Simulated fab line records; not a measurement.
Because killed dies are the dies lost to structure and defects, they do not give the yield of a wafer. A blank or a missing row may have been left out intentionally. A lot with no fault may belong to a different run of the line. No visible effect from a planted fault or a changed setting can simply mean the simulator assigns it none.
A struck lot beside a sound one + flow n5-finfet + 14 steps out of a route of 1938
Sound: wafers L720.1, L720.4, L720.5. Wafers L725.1, L725.4, L725.6 were the ones struck. At the end, the cause is stated.
At each step with rows: each side's tool, then ch and its chambers, then its first start. Under that, the readings that differ: sound wafers + struck wafers + difference of the means + sigmas: that difference in standard deviations of wafers without a fault.
alike: readings with means less than 2 such deviations apart, plus words and numbers identical on both sides. not compared: withheld readings, readings lacking a value on some wafer, bounds such as >300 that could conceal the same value, and numbers that have no deviation in the record and whose values overlap.
Wherever a step has rows on one side only, a row that says differs or no value, or a row with sigmas, the two part there. Numbers that have no deviation but don't overlap get no sigmas and don't part them. Lack of a reading on every wafer of one side parts them only where that side has two or more wafers.

first, 1 step without rows for these wafers: N5_BEOL_M13_HARDBAKE_14 (time 120 s).
N5_BEOL_M13_CD_MEAS_10: target cd 190 nm.
  sound on cd-sem-01 ch 0, day 13 11:34; struck on cd-sem-01 ch 0, day 15 02:47
  alike: cd-nm
N5_BEOL_M13_OVL_MEAS_11:
  sound on overlay-02 ch 0, day 13 11:35; struck on overlay-02 ch 0, day 15 02:49
  alike: V12_OVL
N5_BEOL_M13_INSPECT_12: inspects for defects (macro).
  sound on defect-inspect-02 at day 13 11:37; struck on defect-inspect-01 at day 15 02:51
  alike: raw-defect-count
N5_BEOL_M13_DESCUM_15: chemistry O2, time 7.9 s.
  sound on rie-diel-06 ch 0,2,3, day 13 11:39; struck on rie-diel-03 ch 0,1,3, day 15 02:53
  alike: bias-power-w, drypump-motor-current-A, oes-product-au, rf-vpp-V, showerhead-plenum-p-Torr, throttle-valve-pct
  not compared: rf-hours-counter-h
N5_BEOL_M13_ETCH_59: etches BARC in N2/H2, target depth 89 nm, overetch 26.7 nm, time 67.9 s.
  sound on rie-diel-06 ch 0,2,3, day 13 11:41; struck on rie-diel-03 ch 0,1,3, day 15 02:55
  alike: drypump-motor-current-A, n2-flow-sccm, oes-product-au, rf-vpp-V, showerhead-plenum-p-Torr, throttle-valve-pct
  not compared: rf-hours-counter-h
N5_BEOL_M13_VIA_ETCH_16: etches SiOC in C4F8/O2/Ar, target depth 921.7 nm.
  sound on rie-diel-06 ch 0,2,3, day 13 11:44; struck on rie-diel-03 ch 0,1,3, day 15 02:58
  alike: O2_flow_sccm, drypump-motor-current-A, mfc-ar-sccm, oes-product-au, rf-vpp-V, showerhead-plenum-p-Torr, throttle-valve-pct
N5_BEOL_M13_STRIP_63: strips in N2/H2.
  sound on plasma-asher-01 ch 0,1, day 13 11:58; struck on plasma-asher-02 ch 0,1, day 15 03:12
  alike: drypump-motor-current-A, heater-power-w, n2-flow-sccm, oes-product-au, strip-time-to-endpoint-s
  not compared: rf-hours-counter-h
N5_BEOL_M13_STRIP_64: strips in N2/H2.
  sound on plasma-asher-01 ch 0,1, day 13 12:02; struck on plasma-asher-02 ch 0,1, day 15 03:16
  alike: drypump-motor-current-A, heater-power-w, n2-flow-sccm, oes-product-au, strip-time-to-endpoint-s
  not compared: rf-hours-counter-h
then, 2 steps without rows for these wafers: N5_BEOL_M13_STRIP_71 (strips in post etch residue remover, time 60 s); N5_BEOL_M13_SRD_72 (time 30 s, dry time 30 s).
N5_BEOL_M13_CD_MEAS_17: target cd 190 nm.
  sound on cd-sem-03 at day 13 12:13; struck on cd-sem-01 at day 15 03:25
| reading    | sound             | struck            | difference | sigmas |
|------------|-------------------|-------------------|------------|--------|
| cd-nm (nm) | 189.2 188.8 187.9 | 191.3 192.0 189.8 | +2.4       | +2     |
N5_BEOL_M13_COAT_65: time 60 s, resist thk 350 nm.
  sound on litho-track-03 ch 0, day 13 12:15; struck on litho-track-03 ch 0, day 15 03:27
| reading                  | sound                | struck               | difference | sigmas |
|--------------------------|----------------------|----------------------|------------|--------|
| heater-power-total-W (W) | 501.1 499.6 498.4    | 493.1 495.6 493.1    | -5.8       | -3     |
| plate-temp-C (C)         | 249.99 249.87 250.05 | 246.99 247.11 246.98 | -2.94      | -15    |
then, 1 step without rows for these wafers: N5_BEOL_M13_COAT_66 (time 60 s, resist thk 110 nm).

## WHERE THEY PART
Last at N5_BEOL_M13_COAT_65 as far as this record goes, first at N5_BEOL_M13_CD_MEAS_17.

WHY: whatever the simulator had introduced
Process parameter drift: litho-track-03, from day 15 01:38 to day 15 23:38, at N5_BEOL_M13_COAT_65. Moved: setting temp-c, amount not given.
